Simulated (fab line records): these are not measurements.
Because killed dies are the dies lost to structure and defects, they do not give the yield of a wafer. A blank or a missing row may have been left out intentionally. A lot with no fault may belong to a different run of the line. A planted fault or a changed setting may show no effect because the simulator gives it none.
fab line records	flow n5-finfet	part 1 of 2: steps 1 to 20 of 28
record: lots: 5	wafers: 15	last-day: 16
route steps=1938 shown BEOL_M3@944
lots that met no fault: taken from a fault-free run of the same line
start-h: hours from the record's first day to the start of the lot's first wafer shown	wait-h: hours from the lot's prior step to this one	" unchanged from the row above	L1.1+2: several wafers, shown together as one row	- either no value or no given start	* or withheld: withheld	< > ~ a bound
route shown NAME@n: names a module that has steps shown in the file, with the first one's number in the route	usual: mean/standard deviation of fault-free wafers	same: alike in all rows	chamber/n: place in a boat	sites: per-site readings	_std_site: the values' standard deviation	_edge_site: outer sites' mean less inner sites'	radius-mm: for every site, how far away it sits from the centre of the wafer	mask NAME#n: copy n	behind: the last tool/chamber to shape the wafer	hold: cause of the lot's hold/its duration in hours/its outcome	device: transistor that didn't switch, given as n, p or np	end of line: at the end of the route, the tests of the same wafers	a step given without rows: its recipe and nothing more	killed: the dies lost at the first sort to structure and to defects; this is not the yield of the wafer	map: a wafer's dies, marking killed ones x, the rest . and places with no die _
set.NAME: the setting the step ran with; set.NAME@STEP: the setting that earlier step ran with	model.NAME: the simulator's own value behind a step, which no gauge read
lots at some steps of the route; a table a step, a row a wafer
services: the hour from which a tool's chamber was out of use, counted from the record's first day as start-h (under 0 if before that day), plus the number of hours and why
== steps ==
step: N5_BEOL_M3_CD_MEAS_11
recipe: target-cd-nm: 17.05	landing-energy-ev: 500	detector: se-inlens	polarity: opening
usual: cd-nm: 17.11/0.24
lot.wafer	tool	chamber	start-h	wait-h	cd-nm
L079.3	cd-sem-03	0	167.34	-	17.02
L079.4	"	0	"	"	17.19
L079.6	"	0	"	"	17.24
L082.2	cd-sem-02	0	189.64	-	17.28
L082.4	"	0	"	"	17.31
L082.5	"	0	"	"	17.05
L088.3	cd-sem-02	0	232.97	-	16.81
L088.5	"	0	"	"	16.70
L088.6	"	0	"	"	16.92
L091.1	cd-sem-01	0	248.48	-	17.22
L091.2	"	0	"	"	17.14
L091.5	"	0	"	"	17.04
L096.3	cd-sem-03	0	274.71	-	16.56
L096.4	"	0	"	"	16.82
L096.5	"	0	"	"	16.89
step: N5_BEOL_M3_OVL_MEAS_12
recipe: points-per-wafer: 522
usual: M3_OVL: 0.0/0.66
lot.wafer	tool	chamber	start-h	wait-h	M3_OVL[nm]
L079.3	overlay-01	0	167.38	0.0	0.1
L079.4	"	0	"	"	0.9
L079.6	"	0	"	"	1.1
L082.2	overlay-01	0	189.67	0.0	-0.4
L082.4	"	0	"	"	-0.3
L082.5	"	0	"	"	-0.8
L088.3	overlay-02	0	233.01	0.0	0.9
L088.5	"	0	"	"	0.4
L088.6	"	0	"	"	-0.1
L091.1	overlay-02	0	248.51	0.0	-0.6
L091.2	"	0	"	"	-0.7
L091.5	"	0	"	"	-1.5
L096.3	overlay-02	0	274.75	0.0	-0.1
L096.4	"	0	"	"	-0.9
L096.5	"	0	"	"	0.0
step: N5_BEOL_M3_INSPECT_13
recipe: mode: adi	inspect-instrument: brightfield
usual: raw-defect-count: 403/81
lot.wafer	tool	chamber	start-h	wait-h	raw-defect-count
L079.3	defect-inspect-01	-	167.42	0.0	440
L079.4	"	-	"	"	341
L079.6	"	-	"	"	362
L082.2	defect-inspect-02	-	189.73	0.0	344
L082.4	"	-	"	"	443
L082.5	"	-	"	"	561
L088.3	defect-inspect-02	-	233.07	0.1	347
L088.5	"	-	"	"	341
L088.6	"	-	"	"	371
L091.1	defect-inspect-02	-	248.57	0.1	349
L091.2	"	-	"	"	278
L091.5	"	-	"	"	387
L096.3	defect-inspect-01	-	274.80	0.0	276
L096.4	"	-	"	"	269
L096.5	"	-	"	"	297
step: N5_BEOL_M3_DESCUM_16
recipe: chemistry: O2	time-s: 7	source-power-w: 50	bias-power-w: 20	pressure-mtorr: 20	rf-frequency-hz: 2.712e+07	temp-c: 40	resist: CAR-EUV	o2-flow-sccm: 225
usual: drypump-motor-current-A: 5.9/0.39	oes-product-au: 0.75/0.066	rf-vpp-V: 243.1/1.2	showerhead-plenum-p-Torr: 2.09/0.062	throttle-valve-pct: 20.51/0.2
lot.wafer	tool	chamber	start-h	wait-h	drypump-motor-current-A	oes-product-au	rf-hours-counter-h	rf-vpp-V	showerhead-plenum-p-Torr	throttle-valve-pct
L079.3	rie-diel-05	2	167.46	0.0	5.3	0.71	183	244.1	2.17	20.30
L079.4	"	0	"	"	6.0	0.83	61	241.8	2.12	20.55
L079.6	"	3	"	"	6.1	0.79	-	243.2	2.04	20.48
L082.2	rie-diel-02	3	189.76	0.0	5.8	0.73	226	242.4	2.06	20.19
L082.4	"	2	"	"	6.3	0.73	173	244.5	2.18	20.60
L082.5	"	2	"	"	6.3	0.72	-	243.2	2.18	20.61
L088.3	rie-diel-02	2	233.10	0.0	6.3	0.71	186	244.5	2.17	20.61
L088.5	"	1	"	"	6.0	0.76	-	242.0	2.02	20.81
L088.6	"	0	"	"	5.8	0.73	-	243.2	2.07	20.67
L091.1	rie-diel-05	2	248.60	0.0	5.3	0.70	206	244.1	2.17	20.34
L091.2	"	0	"	"	6.1	0.81	87	245.0	2.11	20.60
L091.5	"	2	"	"	5.3	0.69	-	245.0	2.16	20.34
L096.3	rie-diel-02	1	274.97	0.2	6.0	0.75	142	242.7	2.02	20.84
L096.4	"	0	"	"	5.8	0.71	-	241.5	2.07	20.67
L096.5	"	2	"	"	6.3	0.70	-	244.1	2.17	20.64
step: N5_BEOL_M3_ETCH_74
recipe: chemistry: N2/H2	target: underlayer	target-depth-a: 65	mask-material: CAR-EUV	time-s: 5.2	ion-energy-ev: 200	pressure-mtorr: 30	source-w: 840	bias-w: 150	n2-flow-sccm: 200	h2-flow-sccm: 200	ends: cleared
usual: drypump-motor-current-A: 5.9/0.39	etch-rf-on-time-s: 5.23/0.098	oes-product-au: 0.64/0.059	rf-vpp-V: 524.1/2.4	showerhead-plenum-p-Torr: 2.54/0.077	throttle-valve-pct: 17.90/0.23
lot.wafer	tool	chamber	start-h	wait-h	drypump-motor-current-A	etch-rf-on-time-s	oes-product-au	rf-hours-counter-h	rf-vpp-V	showerhead-plenum-p-Torr	throttle-valve-pct
L079.3	rie-diel-05	2	167.49	0.0	5.3	5.31	0.61	183	527.1	2.65	17.82
L079.4	"	0	"	"	6.1	5.08	0.72	61	524.7	2.57	17.92
L079.6	"	3	"	"	6.1	5.10	0.68	-	522.3	2.44	17.57
L082.2	rie-diel-02	3	189.79	0.0	5.8	5.23	0.61	226	522.7	2.51	17.78
L082.4	"	2	"	"	6.3	5.22	0.62	173	525.2	2.64	17.98
L082.5	"	2	"	"	6.3	5.18	0.61	-	528.6	2.64	17.96
L088.3	rie-diel-02	2	233.14	0.0	6.3	5.18	0.61	186	525.5	2.63	18.01
L088.5	"	1	"	"	6.0	5.18	0.66	-	521.8	2.45	18.24
L088.6	"	0	"	"	5.8	5.24	0.61	-	524.9	2.51	18.06
L091.1	rie-diel-05	2	248.64	0.0	5.3	5.29	0.61	206	524.1	2.64	17.84
L091.2	"	0	"	"	6.1	5.05	0.71	87	525.2	2.56	17.98
L091.5	"	2	"	"	5.3	5.32	0.60	-	526.9	2.64	17.84
L096.3	rie-diel-02	1	275.01	0.0	6.0	5.23	0.65	142	521.6	2.44	18.29
L096.4	"	0	"	"	5.8	5.24	0.61	-	522.5	2.50	18.09
L096.5	"	2	"	"	6.3	5.23	0.60	-	526.8	2.63	18.03
step: N5_BEOL_M3_ETCH_63
recipe: chemistry: CF4	target: SiARC	target-depth-a: 156	mask-material: CAR-EUV	time-s: 26	ion-energy-ev: 80	pressure-mtorr: 40	source-w: 545	bias-w: 36	Ar_flow_sccm: 100	cf4-flow-sccm: 100	ends: cleared
usual: drypump-motor-current-A: 5.9/0.39	etch-rf-on-time-s: 26.1/0.44	oes-product-au: 0.64/0.057	rf-vpp-V: 184.1/1.1	showerhead-plenum-p-Torr: 2.14/0.058	throttle-valve-pct: 15.71/0.19
lot.wafer	tool	chamber	start-h	wait-h	drypump-motor-current-A	etch-rf-on-time-s	oes-product-au	rf-hours-counter-h	rf-vpp-V	showerhead-plenum-p-Torr	throttle-valve-pct
L079.3	rie-diel-05	2	167.51	0.0	5.3	26.0	0.62	183	184.7	2.21	15.54
L079.4	"	0	"	"	6.1	25.2	0.72	61	184.6	2.18	15.75
L079.6	"	3	"	"	6.1	25.3	0.68	-	183.7	2.09	15.64
L082.2	rie-diel-02	3	189.81	0.0	5.8	26.2	0.61	226	185.0	2.12	15.50
L082.4	"	2	"	"	6.3	25.9	0.62	173	184.6	2.22	15.75
L082.5	"	2	"	"	6.3	26.1	0.62	-	184.6	2.22	15.76
L088.3	rie-diel-02	2	233.15	0.0	6.3	26.0	0.61	186	185.8	2.21	15.78
L088.5	"	1	"	"	6.0	26.2	0.65	-	183.6	2.07	15.92
L088.6	"	0	"	"	5.8	26.1	0.61	-	183.9	2.11	15.86
L091.1	rie-diel-05	2	248.65	0.0	5.3	26.5	0.60	206	184.7	2.20	15.59
L091.2	"	0	"	"	6.1	25.7	0.69	87	183.2	2.17	15.77
L091.5	"	2	"	"	5.3	26.4	0.60	-	183.2	2.20	15.59
L096.3	rie-diel-02	1	275.02	0.0	6.0	26.2	0.64	142	182.4	2.06	15.94
L096.4	"	0	"	"	5.8	26.7	0.60	-	183.7	2.10	15.87
L096.5	"	2	"	"	6.2	26.3	0.61	-	185.2	2.21	15.82
step: N5_BEOL_M3_ETCH_64
recipe: chemistry: N2/H2	target: SOC	target-depth-a: 750	overetch-a: 150	mask-material: SiARC	temp-c: 40	time-s: 112.5	ion-energy-ev: 200	pressure-mtorr: 30	source-w: 840	bias-w: 150	n2-flow-sccm: 200	h2-flow-sccm: 200
usual: drypump-motor-current-A: 5.9/0.39	oes-product-au: 0.59/0.049	rf-vpp-V: 523.8/2.3	showerhead-plenum-p-Torr: 2.54/0.077	throttle-valve-pct: 17.87/0.23
lot.wafer	tool	chamber	start-h	wait-h	drypump-motor-current-A	oes-product-au	rf-hours-counter-h	rf-vpp-V	showerhead-plenum-p-Torr	throttle-valve-pct
L079.3	rie-diel-05	2	167.54	0.0	5.3	0.57	183	527.4	2.65	17.77
L079.4	"	0	"	"	6.1	0.66	61	525.5	2.57	17.88
L079.6	"	3	"	"	6.1	0.63	-	520.1	2.44	17.55
L082.2	rie-diel-02	3	189.84	0.0	5.9	0.57	226	521.0	2.51	17.75
L082.4	"	2	"	"	6.3	0.58	174	527.2	2.64	17.93
L082.5	"	2	"	"	6.3	0.58	-	527.3	2.64	17.94
L088.3	rie-diel-02	2	233.18	0.0	6.2	0.57	186	526.6	2.63	17.97
L088.5	"	1	"	"	6.0	0.60	-	521.1	2.45	18.21
L088.6	"	0	"	"	5.8	0.57	-	522.9	2.51	18.03
L091.1	rie-diel-05	2	248.68	0.0	5.3	0.56	206	526.3	2.64	17.81
L091.2	"	0	"	"	6.1	0.64	87	525.7	2.56	17.94
L091.5	"	2	"	"	5.3	0.57	-	526.5	2.64	17.81
L096.3	rie-diel-02	1	275.05	0.0	6.1	0.60	142	521.5	2.44	18.22
L096.4	"	0	"	"	5.8	0.56	-	523.4	2.50	18.05
L096.5	"	2	"	"	6.3	0.56	-	526.5	2.63	17.99
step: N5_BEOL_M3_STRIP_65
recipe: chemistry: N2/H2	temp-c: 40	n2-flow-sccm: 200	h2-flow-sccm: 200	rf-frequency-hz: 6e+07
lot.wafer	tool	chamber	start-h	wait-h
L079.3+4+6	rie-diel-05	2,0,3	167.64	0.1
L082.2+4+5	rie-diel-02	3,2,2	189.95	0.1
L088.3+5+6	rie-diel-02	2,1,0	233.29	0.1
L091.1+2+5	rie-diel-05	2,0,2	248.79	0.1
L096.3+4+5	rie-diel-02	1,0,2	275.16	0.1
step: N5_BEOL_M3_STRIP_75
recipe: chemistry: N2/H2	temp-c: 40	n2-flow-sccm: 200	h2-flow-sccm: 200	rf-frequency-hz: 6e+07
lot.wafer	tool	chamber	start-h	wait-h
L079.3+4+6	rie-diel-05	2,0,3	167.65	0.0
L082.2+4+5	rie-diel-02	3,2,2	189.96	0.0
L088.3+5+6	rie-diel-02	2,1,0	233.30	0.0
L091.1+2+5	rie-diel-05	2,0,2	248.80	0.0
L096.3+4+5	rie-diel-02	1,0,2	275.17	0.0
step: N5_BEOL_M3_STRIP_66
recipe: chemistry: CF4	resist: SiARC	power-w: 300	bias-power-w: 75	pressure-mtorr: 50	cf4-flow-sccm: 150	rf-frequency-hz: 6e+07
usual: drypump-motor-current-A: 5.9/0.39	oes-product-au: 0.74/0.061	rf-vpp-V: 271.2/1.3	showerhead-plenum-p-Torr: 1.79/0.051	throttle-valve-pct: 13.69/0.19
lot.wafer	tool	chamber	start-h	wait-h	drypump-motor-current-A	oes-product-au	rf-hours-counter-h	rf-vpp-V	showerhead-plenum-p-Torr	throttle-valve-pct
L079.3	rie-diel-05	2	167.66	0.0	5.3	0.72	184	272.1	1.85	13.54
L079.4	"	0	"	"	6.1	0.83	61	273.2	1.84	13.73
L079.6	"	3	"	"	6.1	0.78	-	270.2	1.76	13.64
L082.2	rie-diel-02	3	189.97	0.0	5.9	0.71	226	271.0	1.77	13.53
L082.4	"	2	"	"	6.3	0.71	174	274.1	1.86	13.75
L082.5	"	2	"	"	6.3	0.72	-	272.5	1.86	13.77
L088.3	rie-diel-02	2	233.31	0.0	6.3	0.71	186	273.4	1.86	13.80
L088.5	"	1	"	"	6.0	0.75	-	270.8	1.73	13.86
L088.6	"	0	"	"	5.8	0.71	-	271.1	1.76	13.84
L091.1	rie-diel-05	2	248.81	0.0	5.3	0.70	206	273.0	1.84	13.58
L091.2	"	0	"	"	6.1	0.79	87	271.2	1.83	13.78
L091.5	"	2	"	"	5.3	0.70	-	272.4	1.84	13.59
L096.3	rie-diel-02	1	275.18	0.0	6.0	0.74	142	269.7	1.73	13.90
L096.4	"	0	"	"	5.8	0.70	-	271.4	1.76	13.87
L096.5	"	2	"	"	6.3	0.70	-	273.7	1.86	13.83
step: N5_BEOL_M3_HM_OPEN_17
recipe: chemistry: Cl2/BCl3	target-depth-a: 200	overetch-a: 60	target: TiN	mask-material: SOC	ion-energy-ev: 150	pressure-mtorr: 10	icp-w: 1000	bias-w: 126	Cl2_flow_sccm: 53.25	bcl3-flow-sccm: 21.75	Ar_flow_sccm: 25
usual: drypump-motor-current-A: 5.9/0.58	oes-product-au: 0.59/0.076	throttle-valve-pct: 22.32/0.21
lot.wafer	tool	chamber	start-h	wait-h	drypump-motor-current-A	oes-product-au	rf-hours-counter-h	throttle-valve-pct
L079.3	rie-metal-02	1	167.73	0.1	6.2	0.57	-	22.66
L079.4	"	0	"	"	5.9	0.57	-	22.37
L079.6	"	0	"	"	5.9	0.56	-	22.38
L082.2	rie-metal-01	0	190.01	0.0	5.9	0.50	132	22.17
L082.4	"	1	"	"	5.5	0.67	-	22.05
L082.5	"	0	"	"	5.9	0.49	-	22.17
L088.3	rie-metal-02	0	233.38	0.1	5.9	0.56	-	22.40
L088.5	"	1	"	"	6.3	0.57	-	22.65
L088.6	"	0	"	"	5.9	0.57	-	22.39
L091.1	rie-metal-01	1	248.85	0.0	5.5	0.66	46	22.04
L091.2	"	0	"	"	5.9	0.82	2	21.90
L091.5	"	0	"	"	5.9	0.81	-	21.91
L096.3	rie-metal-03	0	275.25	0.1	6.7	0.58	-	22.28
L096.4	"	1	"	"	4.8	0.52	-	22.39
L096.5	"	0	"	"	6.7	0.59	-	22.28
step: N5_BEOL_M3_STRIP_19
recipe: chemistry: O2	power-w: 400	temp-c: 40	pressure-mtorr: 30	rf-frequency-hz: 6e+07	bias-power-w: 0	overash-fraction: 0.2	o2-flow-sccm: 225
usual: drypump-motor-current-A: 5.8/0.43	oes-product-au: 0.76/0.074	rf-vpp-V: 3.7/0.48	showerhead-plenum-p-Torr: 2.09/0.063	throttle-valve-pct: 16.76/0.2
lot.wafer	tool	chamber	start-h	wait-h	drypump-motor-current-A	oes-product-au	rf-hours-counter-h	rf-vpp-V	showerhead-plenum-p-Torr	throttle-valve-pct
L079.3	rie-diel-04	0	167.96	0.2	5.2	0.72	189	3.2	1.99	16.74
L079.4	"	3	"	"	5.3	0.68	245	3.2	2.08	16.60
L079.6	"	3	"	"	5.3	0.68	-	4.0	2.08	16.60
L082.2	rie-diel-05	2	190.32	0.3	5.3	0.72	190	3.5	2.17	16.61
L082.4	"	0	"	"	6.1	0.83	68	3.0	2.12	16.76
L082.5	"	1	"	"	6.3	0.69	-	3.6	2.17	16.73
L088.3	rie-diel-04	0	233.47	0.1	5.2	0.71	210	3.9	1.98	16.76
L088.5	"	0	"	"	5.2	0.71	-	3.7	1.98	16.77
L088.6	"	2	"	"	6.2	0.73	-	3.2	2.09	16.94
L091.1	rie-diel-05	0	248.96	0.1	6.1	0.81	87	3.2	2.12	16.80
L091.2	"	2	"	"	5.3	0.70	206	4.1	2.17	16.65
L091.5	"	2	"	"	5.4	0.69	-	3.4	2.17	16.66
L096.3	rie-diel-02	0	275.33	0.1	5.8	0.72	236	3.8	2.07	16.95
L096.4	"	2	"	"	6.3	0.71	-	4.3	2.17	16.89
L096.5	"	1	"	"	6.0	0.75	-	4.2	2.02	17.07
step: N5_BEOL_M3_CD_MEAS_18
recipe: pitch-nm: 36	target-cd-nm: 18
usual: cd-nm: 18.1/0.37
lot.wafer	tool	chamber	start-h	wait-h	cd-nm
L079.3	cd-sem-03	-	168.04	0.1	18.3
L079.4	"	-	"	"	18.4
L079.6	"	-	"	"	18.6
L082.2	cd-sem-01	-	190.39	0.1	17.7
L082.4	"	-	"	"	17.3
L082.5	"	-	"	"	17.3
L088.3	cd-sem-01	-	233.54	0.1	17.5
L088.5	"	-	"	"	17.7
L088.6	"	-	"	"	18.2
L091.1	cd-sem-03	-	249.03	0.0	17.6
L091.2	"	-	"	"	18.1
L091.5	"	-	"	"	18.1
L096.3	cd-sem-01	-	275.40	0.1	18.0
L096.4	"	-	"	"	17.8
L096.5	"	-	"	"	17.7
step: N5_BEOL_M3_COAT_67
recipe: resist: SOC	temp-c: 250	time-s: 60	spin-rpm: 1500	resist-thk-nm: 60
usual: plate-temp-C: 250.00/0.17
lot.wafer	tool	chamber	start-h	wait-h	plate-temp-C
L079.3	litho-track-02	0	168.07	0.0	250.19
L079.4	"	0	"	"	250.14
L079.6	"	0	"	"	250.06
L082.2	litho-track-02	0	190.43	0.0	250.16
L082.4	"	0	"	"	250.42
L082.5	"	0	"	"	249.98
L088.3	litho-track-04	0	233.58	0.0	250.15
L088.5	"	0	"	"	250.12
L088.6	"	0	"	"	249.86
L091.1	litho-track-04	0	249.07	0.0	249.97
L091.2	"	0	"	"	249.91
L091.5	"	0	"	"	249.80
L096.3	litho-track-02	0	275.44	0.0	250.10
L096.4	"	0	"	"	250.05
L096.5	"	0	"	"	250.32
step: N5_BEOL_M3_COAT_68
recipe: resist: SiARC	temp-c: 220	time-s: 60	spin-rpm: 1500	resist-thk-nm: 12
usual: plate-temp-C: 220.06/0.14
lot.wafer	tool	chamber	start-h	wait-h	plate-temp-C
L079.3	litho-track-02	0	-	-	220.06
L079.4	"	0	"	"	220.07
L079.6	"	0	"	"	219.95
L082.2	litho-track-02	0	-	-	219.97
L082.4	"	0	"	"	220.02
L082.5	"	0	"	"	220.11
L088.3	litho-track-04	0	-	-	220.16
L088.5	"	0	"	"	220.30
L088.6	"	0	"	"	220.41
L091.1	litho-track-04	0	-	-	219.86
L091.2	"	0	"	"	219.76
L091.5	"	0	"	"	219.91
L096.3	litho-track-02	0	-	-	220.13
L096.4	"	0	"	"	220.11
L096.5	"	0	"	"	220.02
step: N5_BEOL_M3_COAT_76
recipe: resist: underlayer	temp-c: 205	time-s: 60	spin-rpm: 1500	resist-thk-nm: 5
usual: plate-temp-C: 205.01/0.17
lot.wafer	tool	chamber	start-h	wait-h	plate-temp-C
L079.3	litho-track-02	0	-	-	205.12
L079.4	"	0	"	"	205.37
L079.6	"	0	"	"	205.18
L082.2	litho-track-02	0	-	-	205.16
L082.4	"	0	"	"	205.05
L082.5	"	0	"	"	205.36
L088.3	litho-track-04	0	-	-	204.68
L088.5	"	0	"	"	204.79
L088.6	"	0	"	"	204.89
L091.1	litho-track-04	0	-	-	205.50
L091.2	"	0	"	"	205.27
L091.5	"	0	"	"	205.02
L096.3	litho-track-02	0	-	-	205.01
L096.4	"	0	"	"	205.03
L096.5	"	0	"	"	205.03
step: N5_BEOL_M3_COAT_22
recipe: resist: CAR-EUV	spin-rpm: 1500	resist-thk-nm: 30
lot.wafer	tool	chamber	start-h	wait-h
L079.3+4+6	litho-track-02	0	-	-
L082.2+4+5	litho-track-02	0	-	-
L088.3+5+6	litho-track-04	0	-	-
L091.1+2+5	litho-track-04	0	-	-
L096.3+4+5	litho-track-02	0	-	-
step: N5_BEOL_M3_EBR_24
recipe: solvent: PGMEA	ebr-width-mm: 1.5
lot.wafer	tool	chamber	start-h	wait-h
L079.3+4+6	litho-track-02	0	-	-
L082.2+4+5	litho-track-02	0	-	-
L088.3+5+6	litho-track-04	0	-	-
L091.1+2+5	litho-track-04	0	-	-
L096.3+4+5	litho-track-02	0	-	-
step: N5_BEOL_M3_SOFTBAKE_23
recipe: temp-c: 110	time-s: 60	resist: CAR-EUV
usual: plate-temp-C: 110.02/0.12
lot.wafer	tool	chamber	start-h	wait-h	plate-temp-C
L079.3	litho-track-02	0	-	-	109.86
L079.4	"	0	"	"	110.02
L079.6	"	0	"	"	109.76
L082.2	litho-track-02	0	-	-	110.21
L082.4	"	0	"	"	110.12
L082.5	"	0	"	"	109.95
L088.3	litho-track-04	0	-	-	110.01
L088.5	"	0	"	"	109.92
L088.6	"	0	"	"	109.97
L091.1	litho-track-04	0	-	-	110.40
L091.2	"	0	"	"	110.30
L091.5	"	0	"	"	110.10
L096.3	litho-track-02	0	-	-	109.96
L096.4	"	0	"	"	110.02
L096.5	"	0	"	"	110.17
step: N5_BEOL_M3_EXPOSE_25
recipe: mask-id: V2	na: 0.33	source-shape: quasar	sigma-inner: 0.2	sigma-outer: 0.8	polarization: unpolarized	defocus-nm: 5	dose-mj: 63
lot.wafer	tool	chamber	start-h	wait-h	mask
L079.3+4+6	euv-scanner-01	0	168.35	-	V2#0
L082.2+4+5	euv-scanner-01	0	190.70	-	V2#0
L088.3+5+6	euv-scanner-02	0	233.73	-	V2#0
L091.1+2+5	euv-scanner-02	0	249.20	-	V2#0
L096.3+4+5	euv-scanner-01	0	275.72	-	V2#0
